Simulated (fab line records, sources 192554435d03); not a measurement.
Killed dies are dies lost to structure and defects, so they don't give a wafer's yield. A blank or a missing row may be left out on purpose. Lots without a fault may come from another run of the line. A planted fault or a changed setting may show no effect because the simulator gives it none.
Chamber matching | flow n5_finfet | N5_BEOL_M11_PECVD_70 on pecvd-03: 3 sister chambers
The step deposits SiO2 from TEOS/O2, target thk 20 nm, time 22.7 s. 3 wafers are shown with their chamber, then 10 later ones without.

WAFERS WITH THEIR CHAMBER
wafer  | chamber | throttle_valve_pct (%)
L086.3 | 0       | 23.4
L087.1 | 1       | 22.2
L087.2 | 2       | 21.2

WAFERS WITHOUT THEIR CHAMBER
wafer  | throttle_valve_pct (%)
L087.5 | 21.0
L089.1 | 23.4
L089.2 | 21.2
L089.6 | 23.3
L090.1 | 20.9
L090.4 | 22.1
L090.5 | 20.9
L091.1 | 23.6
L091.4 | 21.0
L091.5 | 21.9

WHICH CHAMBER EACH WENT THROUGH
wafer  | from the rows above     | in truth
L087.5 | 2                       | 2
L089.1 | 0                       | 0
L089.2 | 2                       | 2
L089.6 | 0                       | 0
L090.1 | 2                       | 2
L090.4 | 1                       | 1
L090.5 | 2                       | 2
L091.1 | 0                       | 0
L091.4 | 2                       | 2
L091.5 | can't be placed: 1 or 2 | 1
Placed correctly: 9 of 10. Can't be placed from these rows: 1 (the true chamber is among the candidates in 1). Placed wrongly: 0.
How it was worked out, from the rows above alone: a wafer's distance from a chamber is the root of the sum, over the readings, of the square of ((its reading less the chamber's mean) divided by the reading's scatter). The wafer belongs to the nearest chamber; if the next one is less than 2 further off, it can't be placed. A chamber's mean is the mean of its shown wafers. The scatter: with one shown wafer a chamber, the root of the mean of the squares of how far each hidden wafer lies from its nearest shown one.
